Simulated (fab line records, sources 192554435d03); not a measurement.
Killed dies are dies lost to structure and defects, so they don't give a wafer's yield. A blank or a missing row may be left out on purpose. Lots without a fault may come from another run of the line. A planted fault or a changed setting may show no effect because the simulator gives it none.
fab line records | flow n5_finfet
record lots=24 wafers=72 last_day=18
route steps=1938 shown BEOL_M3@979
lots that met no fault: from a run of the same line without faults
start_h: hours from the record's first day to the start of the lot's first wafer shown | wait_h: hours since the lot's step before | " the same as in the row above | L1.1+2: a row that stands for several wafers | - no value, or no start given | * or withheld: withheld | < > ~ a bound
route shown NAME@n: a module of which the file shows steps, and the number in the route of the first | usual: mean/standard deviation of fault-free wafers | same: alike in all rows | chamber/n: place in a boat | sites: the reading at each site | _std_site: their standard deviation | _edge_site: outer sites' mean less inner sites' | radius_mm: how far each site lies from the wafer's centre | mask NAME#n: copy n | behind: the tool/chamber that last shaped the wafer | hold: why the lot was held/for how many hours/how that ended | device: the transistor (n, p or np) that didn't switch | end of line: the same wafers' tests at the end of the route | a step without rows: its recipe alone | killed: dies lost to structure and defects at the first sort, not the wafer's yield | map: a wafer's dies, x killed, . not, _ none there
set.NAME: the setting as run; set.NAME@STEP: as run at that earlier step | model.NAME: the simulator's own value behind a step, which no gauge read
steps of the route over a sample of lots; a table a step, a row a wafer
services: from which hour (start_h, from the record's first day; less than 0 if before it) a tool's chamber was out of use, for how many hours, and why
## steps
# step N5_BEOL_M3_STRIP_36
# recipe chemistry=N2/H2 power_w=450 temp_c=40 pressure_mtorr=20 rf_frequency_hz=6e+07 overash_fraction=0.3 bias_power_w=7 h2_frac=0.5 n2_flow_sccm=200 h2_flow_sccm=200
# usual drypump_motor_current_A=5.8/0.47 oes_product_au=0.83/0.068 rf_vpp_V=58.9/1.5 showerhead_plenum_p_Torr=2.53/0.078 temp_c=40.00/0.1 throttle_valve_pct=23.4/0.39
# same overash_fraction=0.3
# columns lot.wafer tool chamber start_h wait_h drypump_motor_current_A oes_product_au rf_hours_counter_h rf_vpp_V showerhead_plenum_p_Torr temp_c throttle_valve_pct
L074.1 rie_diel-05 1 155.26 0.0 6.0 0.67 241 60.2 2.59 39.77 23.2
L074.4 " 0 " " 5.1 0.72 180 57.9 2.44 40.01 23.7
L074.6 " 0 " " 5.1 0.71 - 57.0 2.44 40.00 23.7
L075.2 rie_diel-03 0 160.94 0.0 6.1 0.85 54 60.0 2.58 39.92 24.2
L075.3 " 1 " " 6.6 0.76 150 56.7 2.52 39.88 23.4
L075.6 " 2 " " 5.8 0.79 - 57.2 2.57 39.93 23.2
L076.1 rie_diel-03 0 188.41 0.0 6.0 0.82 63 60.2 2.58 40.13 24.2
L076.3 " 1 " " 6.6 0.77 159 59.8 2.52 40.16 23.4
L076.6 " 2 " " 5.8 0.78 - 58.6 2.56 39.86 23.2
L078.2 rie_diel-01 1 189.59 0.0 5.4 0.87 35 60.6 2.48 39.96 22.8
L078.3 " 0 " " 5.5 0.91 27 58.9 2.47 39.96 23.4
L078.5 " 3 " " 6.0 0.86 - 57.1 2.57 40.14 23.5
L081.1 rie_diel-03 3 192.91 0.0 6.6 0.89 34 58.1 2.69 39.96 23.6
L081.2 " 1 " " 6.6 0.76 161 60.0 2.52 40.10 23.4
L081.4 " 2 " " 5.8 0.79 113 58.0 2.56 40.05 23.2
L077.2 rie_diel-01 3 193.03 0.0 6.1 0.85 53 57.0 2.57 39.80 23.5
L077.4 " 0 " " 5.5 0.90 28 61.5 2.47 39.85 23.4
L077.6 " 1 " " 5.4 0.87 - 61.5 2.48 39.88 22.8
L079.1 rie_diel-01 2 196.13 0.0 5.3 0.91 25 57.9 2.45 40.06 23.1
L079.5 " 0 " " 5.5 0.90 - 60.8 2.46 40.11 23.4
L079.6 " 1 " " 5.4 0.87 - 62.0 2.48 39.91 22.8
L080.1 rie_diel-03 2 196.14 0.0 5.8 0.77 115 58.3 2.56 40.05 23.2
L080.3 " 3 " " 6.5 0.89 36 59.1 2.69 40.10 23.6
L080.5 " 3 " " 6.5 0.89 - 61.7 2.69 40.06 23.6
L082.2 rie_diel-01 1 196.49 0.0 5.4 0.87 38 60.0 2.48 39.85 22.8
L082.3 " 0 " " 5.5 0.92 30 59.6 2.46 39.86 23.4
L082.4 " 3 " " 6.1 0.86 55 60.2 2.57 39.94 23.6
L083.1 rie_diel-05 2 202.81 0.0 5.0 0.86 71 57.1 2.45 39.79 23.6
L083.5 " 2 " " 5.0 0.86 - 58.6 2.45 40.06 23.6
L083.6 " 1 " " 6.0 0.66 - 58.7 2.59 39.94 23.3
L084.3 rie_diel-05 3 207.00 0.0 5.8 0.72 - 60.6 2.63 40.18 23.9
L084.4 " 2 " " 5.0 0.85 - 59.0 2.45 40.03 23.6
L084.6 " 2 " " 5.1 0.86 - 60.3 2.45 40.02 23.6
L085.1 rie_diel-03 3 229.06 0.0 6.5 0.88 47 58.1 2.69 40.14 23.6
L085.3 " 2 " " 5.8 0.77 125 55.7 2.56 39.99 23.2
L085.5 " 2 " " 5.8 0.78 - 59.9 2.56 39.84 23.2
L086.1 rie_diel-01 2 234.74 0.0 5.3 0.89 37 56.8 2.44 39.92 23.1
L086.3 " 0 " " 5.5 0.89 42 60.5 2.46 40.02 23.5
L086.6 " 1 " " 5.5 0.85 - 59.9 2.47 40.07 22.8
L087.2 rie_diel-01 3 239.07 0.0 6.0 0.83 69 59.8 2.56 40.13 23.5
L087.5 " 0 " " 5.5 0.89 - 58.0 2.46 40.08 23.5
L087.6 " 1 " " 5.4 0.85 - 56.4 2.47 39.99 22.8
L088.1 rie_diel-01 1 249.50 0.0 5.4 0.85 54 57.7 2.47 39.93 22.8
L088.4 " 3 " " 6.0 0.82 72 60.5 2.56 40.02 23.6
L088.5 " 0 " " 5.5 0.88 - 58.7 2.46 40.08 23.4
L091.2 rie_diel-03 2 254.88 0.0 5.8 0.77 133 60.1 2.55 40.03 23.2
L091.3 " 3 " " 6.5 0.87 54 58.0 2.68 40.00 23.6
L091.5 " 1 " " 6.6 0.74 - 59.0 2.51 39.91 23.4
L089.1 rie_diel-05 1 257.89 0.0 5.9 1.01 4 56.2 2.59 40.09 22.9
L089.4 " 3 " " 5.8 0.71 220 60.5 2.62 39.94 23.9
L089.6 " 1 " " 5.9 1.00 - 56.2 2.59 40.14 22.9
L090.3 rie_diel-01 1 262.80 0.0 5.4 0.84 58 55.7 2.47 40.05 22.8
L090.4 " 2 " " 5.3 0.87 46 59.2 2.44 40.09 23.1
L090.6 " 0 " " 5.5 0.85 - 56.0 2.46 40.03 23.5
L093.3 rie_diel-03 2 272.38 0.0 5.8 0.76 138 58.3 2.55 40.06 23.3
L093.5 " 1 " " 6.6 0.73 - 60.2 2.51 40.05 23.4
L093.6 " 2 " " 5.8 0.75 - 58.6 2.55 39.89 23.2
L092.1 rie_diel-01 2 273.01 0.0 5.3 0.88 49 58.7 2.44 39.93 23.1
L092.2 " 1 " " 5.4 0.84 61 58.9 2.47 39.81 22.8
L092.5 " 1 " " 5.4 0.84 - 57.9 2.47 39.99 22.8
L094.2 rie_diel-01 1 277.10 0.0 5.4 0.83 63 55.8 2.47 39.84 22.8
L094.3 " 2 " " 5.3 0.87 51 59.2 2.43 39.99 23.1
L094.6 " 2 " " 5.3 0.86 - 58.4 2.43 40.04 23.1
L095.2 rie_diel-03 0 289.68 0.0 6.0 0.77 95 59.1 2.56 40.03 24.3
L095.5 " 3 " " 6.5 0.83 - 61.1 2.68 39.89 23.7
L095.6 " 2 " " 5.8 0.75 - 57.5 2.55 40.08 23.3
L097.2 rie_diel-01 3 296.13 0.0 6.1 0.80 87 58.3 2.56 39.96 23.6
L097.3 " 0 " " 5.5 0.86 61 57.1 2.45 40.04 23.5
L097.6 " 2 " " 5.2 0.86 - 57.2 2.43 39.98 23.1
L096.4 rie_diel-03 3 298.19 0.0 6.5 0.84 67 59.3 2.68 40.11 23.7
L096.5 " 0 " " 6.0 0.78 - 60.0 2.56 40.17 24.2
L096.6 " 3 " " 6.5 0.84 - 58.7 2.68 39.93 23.7
# step N5_BEOL_M3_ALD_84
# recipe material=TaN target_thk_a=* temp_c=275 ald_precursor_family=PDMAT ald_co_reactant=NH3 pressure_torr=3 carrier_flow_sccm=1500 pulse_time_s=2 purge_time_s=3 co_reactant_purge_time_s=2 co_reactant_pulse_time_s=3 ald_cycles=30 precursor_vessel_temp_c=75 precursor_vessel_pressure_torr=26.25 precursor_vessel_carrier_sccm=1000
# usual heater_power_w=411/45
# same co_reactant_purge_time_s=2
# columns lot.wafer tool chamber start_h wait_h heater_power_w
L074.1 ald_metal-04 2 156.05 0.0 422
L074.4 " 1 " " 371
L074.6 " 1 " " 362
L075.2 ald_metal-04 2 162.18 0.3 428
L075.3 " 0 " " 463
L075.6 " 2 " " 422
L076.1 ald_metal-04 3 189.93 0.1 468
L076.3 " 1 " " 360
L076.6 " 1 " " 359
L078.2 ald_metal-03 0 190.78 0.3 469
L078.3 " 3 " " 416
L078.5 " 0 " " 469
L081.1 ald_metal-03 1 193.58 0.0 374
L081.2 " 3 " " 429
L081.4 " 0 " " 475
L077.2 ald_metal-04 2 193.69 0.1 427
L077.4 " 0 " " 434
L077.6 " 0 " " 466
L079.1 ald_metal-02 1 196.62 0.0 390
L079.5 " 2 " " 457
L079.6 " 3 " " 338
L080.1 ald_metal-02 1 196.83 0.2 381
L080.3 " 3 " " 338
L080.5 " 3 " " 342
L082.2 ald_metal-03 2 197.02 0.1 382
L082.3 " 1 " " 369
L082.4 " 3 " " 425
L083.1 ald_metal-02 2 203.76 0.0 455
L083.5 " 3 " " 356
L083.6 " 0 " " 378
L084.3 ald_metal-04 0 207.73 0.1 458
L084.4 " 1 " " 367
L084.6 " 0 " " 465
L085.1 ald_metal-03 2 229.79 0.0 382
L085.3 " 1 " " 370
L085.5 " 0 " " 476
L086.1 ald_metal-03 2 235.72 0.3 388
L086.3 " 1 " " 367
L086.6 " 1 " " 376
L087.2 ald_metal-04 2 240.15 0.1 425
L087.5 " 3 " " 463
L087.6 " 2 " " 427
L088.1 ald_metal-03 1 250.53 0.2 372
L088.4 " 0 " " 480
L088.5 " 2 " " 376
L091.2 ald_metal-03 1 255.60 0.0 371
L091.3 " 2 " " 383
L091.5 " 2 " " 382
L089.1 ald_metal-03 0 258.59 0.0 475
L089.4 " 1 " " 368
L089.6 " 3 " " 437
L090.3 ald_metal-02 2 263.76 0.1 466
L090.4 " 1 " " 384
L090.6 " 2 " " 463
L093.3 ald_metal-04 0 273.28 0.0 467
L093.5 " 3 " " 462
L093.6 " 0 " " 457
L092.1 ald_metal-02 0 273.50 0.0 379
L092.2 " 1 " " 395
L092.5 " 3 " " 347
L094.2 ald_metal-03 2 277.85 0.1 388
L094.3 " 1 " " 376
L094.6 " 2 " " 384
L095.2 ald_metal-03 3 290.43 0.0 421
L095.5 " 3 " " 417
L095.6 " 0 " " 467
L097.2 ald_metal-03 3 297.53 0.1 415
L097.3 " 1 " " 368
L097.6 " 1 " " 372
L096.4 ald_metal-02 0 300.57 0.1 370
L096.5 " 0 " " 370
L096.6 " 3 " " 353
# step N5_BEOL_M3_SPUTTER_48
# recipe material=Cu target_thk_a=45 temp_c=-20 chamber_pressure_pa=0.07 power_w=withheld time_s=8.29
# usual substrate_temp_c=-20.01/0.1 throttle_valve_pct=29.9/0.93
# columns lot.wafer tool chamber start_h wait_h substrate_temp_c throttle_valve_pct
L074.1 pvd_sputter-03 - 156.84 0.2 -20.05 30.1
L074.4 " - " " -19.91 30.9
L074.6 " - " " -20.05 30.9
L075.2 pvd_sputter-02 - 163.76 1.0 -19.89 28.8
L075.3 " - " " -20.16 30.0
L075.6 " - " " -20.05 28.8
L076.1 pvd_sputter-02 - 190.85 0.3 -19.97 27.6
L076.3 " - " " -19.94 29.7
L076.6 " - " " -19.92 30.6
L078.2 pvd_sputter-01 - 192.15 0.1 -19.90 30.4
L078.3 " - " " -19.81 29.2
L078.5 " - " " -20.20 30.1
L081.1 pvd_sputter-01 - 194.31 0.1 -19.95 30.6
L081.2 " - " " -20.00 30.0
L081.4 " - " " -19.98 29.2
L077.2 pvd_sputter-03 - 194.34 0.1 -19.88 31.2
L077.4 " - " " -20.06 29.8
L077.6 " - " " -19.97 29.6
L079.1 pvd_sputter-03 - 197.09 0.1 -19.79 30.2
L079.5 " - " " -20.11 31.2
L079.6 " - " " -19.87 30.2
L080.1 pvd_sputter-02 - 197.33 0.1 -19.93 30.0
L080.3 " - " " -19.88 27.7
L080.5 " - " " -20.14 28.7
L082.2 pvd_sputter-01 - 197.51 0.1 -20.09 29.4
L082.3 " - " " -20.00 30.2
L082.4 " - " " -19.97 30.4
L083.1 pvd_sputter-01 - 204.32 0.1 -19.82 29.9
L083.5 " - " " -19.97 30.0
L083.6 " - " " -20.08 29.3
L084.3 pvd_sputter-01 - 208.39 0.3 -20.10 30.2
L084.4 " - " " -20.03 30.3
L084.6 " - " " -20.07 29.9
L085.1 pvd_sputter-02 - 230.53 0.1 -20.14 30.6
L085.3 " - " " -20.26 30.2
L085.5 " - " " -20.07 30.0
L086.1 pvd_sputter-03 - 237.75 1.1 -19.99 30.2
L086.3 " - " " -19.93 29.8
L086.6 " - " " -20.03 30.8
L087.2 pvd_sputter-03 - 241.51 0.8 -20.03 30.7
L087.5 " - " " -20.17 30.3
L087.6 " - " " -20.12 31.1
L088.1 pvd_sputter-02 - 252.80 1.6 -20.02 30.3
L088.4 " - " " -20.15 29.0
L088.5 " - " " -20.14 30.1
L091.2 pvd_sputter-02 - 256.38 0.3 -19.87 28.9
L091.3 " - " " -19.91 30.4
L091.5 " - " " -20.18 28.9
L089.1 pvd_sputter-01 - 259.04 0.1 -19.92 29.1
L089.4 " - " " -20.04 30.2
L089.6 " - " " -19.78 30.0
L090.3 pvd_sputter-03 - 264.36 0.2 -20.13 30.8
L090.4 " - " " -20.01 30.3
L090.6 " - " " -20.09 31.1
L093.3 pvd_sputter-01 - 273.78 0.1 -19.98 29.1
L093.5 " - " " -20.11 30.0
L093.6 " - " " -19.95 30.5
L092.1 pvd_sputter-03 - 275.20 0.3 -20.03 30.7
L092.2 " - " " -19.96 30.8
L092.5 " - " " -20.08 30.1
L094.2 pvd_sputter-02 - 278.53 0.1 -20.01 27.4
L094.3 " - " " -20.04 28.8
L094.6 " - " " -19.92 27.6
L095.2 pvd_sputter-03 - 291.01 0.1 -19.96 30.1
L095.5 " - " " -20.16 31.4
L095.6 " - " " -19.87 29.7
L097.2 pvd_sputter-01 - 298.27 0.2 -20.17 30.1
L097.3 " - " " -19.88 29.1
L097.6 " - " " -20.04 30.4
L096.4 pvd_sputter-01 - 301.85 0.3 -20.03 29.0
L096.5 " - " " -19.96 29.6
L096.6 " - " " -19.98 29.2
# step N5_BEOL_M3_ANNEAL_80
# recipe temp_c=400 time_s=240 ambient=vacuum
# usual heater_power_w=840/98 susceptor_temp_C_max=401.0/0.48
# columns lot.wafer tool chamber start_h wait_h heater_power_w susceptor_temp_C_max
L074.1 pvd_sputter-03 - 157.14 0.0 720 400.6
L074.4 " - " " 662 401.0
L074.6 " - " " 950 400.2
L075.2 pvd_sputter-02 - 164.06 0.0 1007 401.5
L075.3 " - " " 1000 401.1
L075.6 " - " " 1007 401.3
L076.1 pvd_sputter-02 - 191.15 0.0 793 400.7
L076.3 " - " " 994 400.5
L076.6 " - " " 773 400.7
L078.2 pvd_sputter-01 - 192.45 0.0 776 401.9
L078.3 " - " " 869 401.0
L078.5 " - " " 935 401.3
L081.1 pvd_sputter-01 - 194.61 0.0 762 401.6
L081.2 " - " " 893 402.4
L081.4 " - " " 880 401.7
L077.2 pvd_sputter-03 - 194.64 0.0 920 400.7
L077.4 " - " " 787 400.8
L077.6 " - " " 764 400.9
L079.1 pvd_sputter-03 - 197.39 0.0 734 400.3
L079.5 " - " " 927 400.5
L079.6 " - " " 743 400.2
L080.1 pvd_sputter-02 - 197.63 0.0 976 400.3
L080.3 " - " " 806 400.6
L080.5 " - " " 979 401.6
L082.2 pvd_sputter-01 - 197.81 0.0 869 401.6
L082.3 " - " " 931 401.4
L082.4 " - " " 754 402.1
L083.1 pvd_sputter-01 - 204.62 0.0 828 401.1
L083.5 " - " " 846 400.7
L083.6 " - " " 899 401.4
L084.3 pvd_sputter-01 - 208.69 0.0 918 402.7
L084.4 " - " " 766 401.5
L084.6 " - " " 810 401.0
L085.1 pvd_sputter-02 - 230.83 0.0 783 401.0
L085.3 " - " " 988 400.6
L085.5 " - " " 997 400.6
L086.1 pvd_sputter-03 - 238.05 0.0 728 400.7
L086.3 " - " " 792 400.8
L086.6 " - " " 660 400.7
L087.2 pvd_sputter-03 - 241.81 0.0 656 400.7
L087.5 " - " " 746 400.5
L087.6 " - " " 912 400.4
L088.1 pvd_sputter-02 - 253.10 0.0 760 401.1
L088.4 " - " " 1001 401.3
L088.5 " - " " 975 400.8
L091.2 pvd_sputter-02 - 256.68 0.0 1000 401.0
L091.3 " - " " 795 400.9
L091.5 " - " " 976 401.2
L089.1 pvd_sputter-01 - 259.34 0.0 870 401.0
L089.4 " - " " 919 401.9
L089.6 " - " " 831 400.7
L090.3 pvd_sputter-03 - 264.66 0.0 647 400.8
L090.4 " - " " 735 400.4
L090.6 " - " " 663 401.0
L093.3 pvd_sputter-01 - 274.08 0.0 871 401.7
L093.5 " - " " 918 401.7
L093.6 " - " " 730 401.7
L092.1 pvd_sputter-03 - 275.50 0.0 657 400.9
L092.2 " - " " 939 400.9
L092.5 " - " " 728 400.3
L094.2 pvd_sputter-02 - 278.83 0.0 774 400.8
L094.3 " - " " 1005 401.4
L094.6 " - " " 789 400.2
L095.2 pvd_sputter-03 - 291.31 0.0 710 400.6
L095.5 " - " " 926 400.6
L095.6 " - " " 811 400.7
L097.2 pvd_sputter-01 - 298.57 0.0 937 401.8
L097.3 " - " " 890 401.2
L097.6 " - " " 758 401.8
L096.4 pvd_sputter-01 - 302.15 0.0 893 401.4
L096.5 " - " " 809 400.8
L096.6 " - " " 881 401.4
# step N5_BEOL_M3_SPUTTER_81
# recipe material=Cu target_thk_a=45 temp_c=-20 chamber_pressure_pa=0.07 power_w=withheld time_s=8.29
# usual substrate_temp_c=-20.01/0.11 throttle_valve_pct=29.8/0.93
# columns lot.wafer tool chamber start_h wait_h substrate_temp_c throttle_valve_pct
L074.1 pvd_sputter-03 - 157.28 0.1 -20.27 30.3
L074.4 " - " " -20.09 30.8
L074.6 " - " " -19.99 31.2
L075.2 pvd_sputter-02 - 164.20 0.1 -20.13 28.8
L075.3 " - " " -20.19 29.7
L075.6 " - " " -19.89 28.7
L076.1 pvd_sputter-02 - 191.29 0.1 -20.00 27.6
L076.3 " - " " -20.09 29.9
L076.6 " - " " -19.96 30.6
L078.2 pvd_sputter-01 - 192.59 0.1 -19.99 30.4
L078.3 " - " " -19.95 29.2
L078.5 " - " " -19.94 30.4
L081.1 pvd_sputter-01 - 194.75 0.1 -19.92 30.4
L081.2 " - " " -20.09 30.4
L081.4 " - " " -19.97 29.4
L077.2 pvd_sputter-03 - 194.78 0.1 -19.97 31.2
L077.4 " - " " -19.92 29.7
L077.6 " - " " -19.91 29.6
L079.1 pvd_sputter-03 - 197.53 0.1 -19.96 30.1
L079.5 " - " " -20.07 31.1
L079.6 " - " " -19.94 30.2
L080.1 pvd_sputter-02 - 197.77 0.1 -20.10 29.8
L080.3 " - " " -20.16 27.7
L080.5 " - " " -20.27 28.8
L082.2 pvd_sputter-01 - 197.95 0.1 -19.93 29.3
L082.3 " - " " -19.96 30.2
L082.4 " - " " -20.00 30.3
L083.1 pvd_sputter-01 - 204.76 0.1 -20.16 29.9
L083.5 " - " " -20.04 29.7
L083.6 " - " " -19.87 29.3
L084.3 pvd_sputter-01 - 208.83 0.1 -20.21 30.1
L084.4 " - " " -20.00 30.4
L084.6 " - " " -19.84 29.7
L085.1 pvd_sputter-02 - 230.97 0.1 -20.14 30.6
L085.3 " - " " -20.06 30.1
L085.5 " - " " -20.03 29.9
L086.1 pvd_sputter-03 - 238.19 0.1 -19.94 30.2
L086.3 " - " " -19.99 29.6
L086.6 " - " " -20.02 30.7
L087.2 pvd_sputter-03 - 241.95 0.1 -20.06 30.3
L087.5 " - " " -20.11 30.1
L087.6 " - " " -20.18 31.0
L088.1 pvd_sputter-02 - 253.24 0.1 -20.06 30.4
L088.4 " - " " -20.02 28.6
L088.5 " - " " -20.01 30.0
L091.2 pvd_sputter-02 - 256.82 0.1 -20.01 28.7
L091.3 " - " " -19.76 30.4
L091.5 " - " " -19.98 28.8
L089.1 pvd_sputter-01 - 259.48 0.1 -19.98 29.1
L089.4 " - " " -19.97 30.0
L089.6 " - " " -19.94 29.7
L090.3 pvd_sputter-03 - 264.80 0.1 -19.95 30.8
L090.4 " - " " -20.16 30.5
L090.6 " - " " -20.03 30.4
L093.3 pvd_sputter-01 - 274.22 0.1 -19.97 29.3
L093.5 " - " " -19.94 30.0
L093.6 " - " " -20.06 30.6
L092.1 pvd_sputter-03 - 275.64 0.1 -20.08 30.9
L092.2 " - " " -19.90 31.2
L092.5 " - " " -20.09 30.3
L094.2 pvd_sputter-02 - 278.97 0.1 -19.95 27.4
L094.3 " - " " -19.94 29.0
L094.6 " - " " -19.94 27.8
L095.2 pvd_sputter-03 - 291.45 0.1 -19.84 30.3
L095.5 " - " " -19.99 31.1
L095.6 " - " " -19.93 29.8
L097.2 pvd_sputter-01 - 298.71 0.1 -19.98 30.2
L097.3 " - " " -19.99 29.3
L097.6 " - " " -20.06 30.4
L096.4 pvd_sputter-01 - 302.29 0.1 -20.06 29.1
L096.5 " - " " -20.14 29.7
L096.6 " - " " -20.19 29.1
# step N5_BEOL_M3_ANNEAL_89
# recipe temp_c=400 time_s=240 ambient=vacuum
# usual heater_power_w=841/98 susceptor_temp_C_max=401.0/0.48
# columns lot.wafer tool chamber start_h wait_h heater_power_w susceptor_temp_C_max
L074.1 pvd_sputter-03 - 157.80 0.0 726 400.4
L074.4 " - " " 647 400.8
L074.6 " - " " 914 400.8
L075.2 pvd_sputter-02 - 164.72 0.0 976 401.5
L075.3 " - " " 992 400.7
L075.6 " - " " 1003 401.7
L076.1 pvd_sputter-02 - 191.81 0.0 807 400.8
L076.3 " - " " 969 400.6
L076.6 " - " " 777 400.9
L078.2 pvd_sputter-01 - 193.11 0.0 761 401.6
L078.3 " - " " 884 401.3
L078.5 " - " " 925 402.3
L081.1 pvd_sputter-01 - 195.27 0.0 769 401.7
L081.2 " - " " 924 401.7
L081.4 " - " " 882 401.4
L077.2 pvd_sputter-03 - 195.30 0.0 926 400.8
L077.4 " - " " 805 400.7
L077.6 " - " " 787 400.9
L079.1 pvd_sputter-03 - 198.05 0.0 742 400.5
L079.5 " - " " 943 400.7
L079.6 " - " " 714 400.4
L080.1 pvd_sputter-02 - 198.29 0.0 1006 400.6
L080.3 " - " " 784 400.7
L080.5 " - " " 1014 401.3
L082.2 pvd_sputter-01 - 198.47 0.0 874 401.0
L082.3 " - " " 928 401.7
L082.4 " - " " 761 401.4
L083.1 pvd_sputter-01 - 205.28 0.0 854 401.0
L083.5 " - " " 828 400.7
L083.6 " - " " 866 401.2
L084.3 pvd_sputter-01 - 209.35 0.0 889 401.8
L084.4 " - " " 771 401.4
L084.6 " - " " 854 401.5
L085.1 pvd_sputter-02 - 231.49 0.0 775 401.4
L085.3 " - " " 992 400.3
L085.5 " - " " 980 400.7
L086.1 pvd_sputter-03 - 238.71 0.0 725 401.0
L086.3 " - " " 793 400.8
L086.6 " - " " 628 400.7
L087.2 pvd_sputter-03 - 242.47 0.0 662 400.7
L087.5 " - " " 729 400.7
L087.6 " - " " 923 400.6
L088.1 pvd_sputter-02 - 253.76 0.0 765 401.3
L088.4 " - " " 1012 401.6
L088.5 " - " " 988 400.6
L091.2 pvd_sputter-02 - 257.34 0.0 1003 401.7
L091.3 " - " " 759 401.1
L091.5 " - " " 977 401.3
L089.1 pvd_sputter-01 - 260.00 0.0 876 401.5
L089.4 " - " " 927 401.7
L089.6 " - " " 855 401.0
L090.3 pvd_sputter-03 - 265.32 0.0 641 401.2
L090.4 " - " " 739 400.6
L090.6 " - " " 650 400.9
L093.3 pvd_sputter-01 - 274.74 0.0 880 401.5
L093.5 " - " " 921 401.6
L093.6 " - " " 777 400.9
L092.1 pvd_sputter-03 - 276.16 0.0 657 400.9
L092.2 " - " " 918 400.9
L092.5 " - " " 727 400.8
L094.2 pvd_sputter-02 - 279.49 0.0 809 401.2
L094.3 " - " " 991 401.8
L094.6 " - " " 813 400.5
L095.2 pvd_sputter-03 - 291.97 0.0 741 400.5
L095.5 " - " " 963 400.8
L095.6 " - " " 806 400.9
L097.2 pvd_sputter-01 - 299.23 0.0 925 401.5
L097.3 " - " " 856 401.1
L097.6 " - " " 765 401.9
L096.4 pvd_sputter-01 - 302.81 0.0 883 400.8
L096.5 " - " " 858 401.6
L096.6 " - " " 869 400.8
## services
# columns tool chamber start_h hours kind
rie_diel-03 - 134.45 2.8 pm
pvd_sputter-02 - 138.18 3.5 repair
rie_diel-05 - 139.00 2.8 pm
rie_diel-05 3 158.44 5.2 repair
ald_metal-02 2 160.48 11.7 repair
ald_metal-04 1 172.37 5.6 repair
ald_metal-02 - 174.72 14.6 pm
ald_metal-03 - 183.05 2.8 pm
rie_diel-05 - 183.76 15.6 pm
rie_diel-05 0 200.72 8.9 repair
rie_diel-05 1 203.12 7.6 repair
rie_diel-05 1 211.16 - clean
rie_diel-05 1 211.16 - consumable_replace:focus_ring
rie_diel-05 1 211.16 31.8 scheduled_down
rie_diel-05 1 211.16 31.8 vent_cycle
rie_diel-05 3 215.05 2.0 repair
ald_metal-03 3 216.40 2.1 repair
ald_metal-04 - 221.33 2.8 pm
rie_diel-03 3 256.81 3.9 repair
ald_metal-03 3 262.83 25.9 repair
ald_metal-04 1 287.94 8.8 repair
## key
fault none
